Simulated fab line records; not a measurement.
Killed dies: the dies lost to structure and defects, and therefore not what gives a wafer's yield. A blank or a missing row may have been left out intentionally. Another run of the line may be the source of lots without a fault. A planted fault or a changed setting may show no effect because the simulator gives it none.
Struck lot and sound lot, side by side + flow n5_finfet + 36 steps out of a route of 1938
Sound: these wafers, L291.1, L291.3, L291.4. Struck: wafer L312.1 (left out: L312.3, L312.6 of the same lot, which were not struck); the cause appears at the end.
Per side, at each step with rows, come the tool, then ch with its chambers, and then its first start. Under that, the readings that differ: sound wafers + struck wafers + difference of the means + sigmas: that difference in standard deviations of wafers without a fault.
alike: words and numbers the same on both sides, and readings whose means are apart by under 2 such deviations; not compared: readings that were withheld, readings missing a value for some wafer, numbers with overlapping values and no deviation given by the record, and bounds like >300 which may hide the same value.
The two part at a step that has a row with sigmas, a row that says differs or no value, or rows on one side only. Non-overlapping numbers with no deviation appear without sigmas and do not part them. A reading that every wafer of one side lacks parts them only if that side has two wafers or more.

first, 9 steps without rows for these wafers: N5_BEOL_M5_ANNEAL_89 (time 1800 s); N5_BEOL_M5_SPUTTER_90 (material Cu, target thk 4.5 nm, time 8.29 s); N5_BEOL_M5_ECD_50 (material Cu, target thk 300 nm); N5_BEOL_M5_ANNEAL_51 (time 90 s); N5_BEOL_M5_CMP_52 (polishes, stops on SiCOH lowk, t overpolish 6.9 s, target thk 62 nm); N5_BEOL_M5_PRE_CLEAN_77 (time 15 s); N5_BEOL_M5_CO_CAP_78 (material Co, precursor CCTBA/H2, target thk 2 nm, time 102.1 s); N5_BEOL_M5_PRE_CLEAN_55 (time 15 s); N5_BEOL_M5_DEP_56 (deposits SiCN from 3MS/NH3, target thk 8 nm, time 14 s).
N5_BEOL_M6_ILD_DEP_00: deposits SiCOH lowk from DEMS/porogen, target thk 179.75 nm, time 33.4 s.
  sound on pecvd-01 ch 0,1,2, day 9 06:06; struck on pecvd-03 ch 1, day 14 11:38
| reading                                            | sound           | struck | difference | sigmas |
|----------------------------------------------------|-----------------|--------|------------|--------|
| model.SiCOH_lowk_of_BEOL_M6_ILD_DEP_00.thk_nm (nm) | 177.6 180 180.2 | 181    | +2         |        |
  alike: heater_power_w, showerhead_plenum_p_Torr, throttle_valve_pct
then, 24 steps without rows for these wafers: N5_BEOL_M6_CURE_74 (cures SiCOH lowk, time 240 s); N5_BEOL_M6_PECVD_70 (deposits SiO2 from TEOS/O2, target thk 20 nm, time 22.7 s); N5_BEOL_M6_HM_DEP_02 (deposits TiN, target thk 20 nm); N5_BEOL_M6_COAT_59 (time 60 s, resist thk 100 nm); N5_BEOL_M6_COAT_60 (time 60 s, resist thk 35 nm); N5_BEOL_M6_COAT_05 (resist thk 90 nm); N5_BEOL_M6_EBR_07; N5_BEOL_M6_SOFTBAKE_06 (time 60 s); N5_BEOL_M6_EXPOSE_08 (exposes mask M6); N5_BEOL_M6_PEB_09 (peb time 60 s); N5_BEOL_M6_DEVELOP_10 (develop time 30 s); N5_BEOL_M6_DESCUM_16 (chemistry O2, time 7.9 s); N5_BEOL_M6_ETCH_61 (etches SiARC in CF4, target depth 45.5 nm, time 75.8 s); N5_BEOL_M6_ETCH_62 (etches SOC in N2/H2, target depth 110 nm, overetch 22 nm, time 165 s); N5_BEOL_M6_STRIP_68 (strips in N2/H2); N5_BEOL_M6_STRIP_67 (strips in CF4); N5_BEOL_M6_HM_OPEN_17 (chemistry Cl2/BCl3, target TiN, target depth 20 nm, overetch 6 nm); N5_BEOL_M6_STRIP_19 (strips in O2); N5_BEOL_M6_COAT_63 (time 60 s, resist thk 60 nm); N5_BEOL_M6_COAT_64 (time 60 s, resist thk 12 nm); N5_BEOL_M6_COAT_71 (time 60 s, resist thk 5 nm); N5_BEOL_M6_COAT_22 (resist thk 30 nm); N5_BEOL_M6_EBR_24; N5_BEOL_M6_SOFTBAKE_23 (time 60 s).
N5_BEOL_M6_CMP_52: polishes, stops on SiCOH lowk, t overpolish 6.9 s, target thk 80 nm.
  sound on cmp-01 ch 0,1,3, day 9 11:25; struck on cmp-03 ch 1, day 14 20:09
| reading                                            | sound             | struck | difference | sigmas |
|----------------------------------------------------|-------------------|--------|------------|--------|
| model.SiCOH_lowk_of_BEOL_M6_ILD_DEP_00.thk_nm (nm) | 150.2 152.2 152.4 | 153    | +1         |        |
  alike: barrier_field_endpoint_s, motor_current_A, overpolish_run_s, time_to_endpoint_s
following that, these wafers have no rows for 1 step: N5_PASSIVATION_PROBE_49.

== WHERE THEY PART ==
Nowhere in this record.

WHY: what the simulator had put in
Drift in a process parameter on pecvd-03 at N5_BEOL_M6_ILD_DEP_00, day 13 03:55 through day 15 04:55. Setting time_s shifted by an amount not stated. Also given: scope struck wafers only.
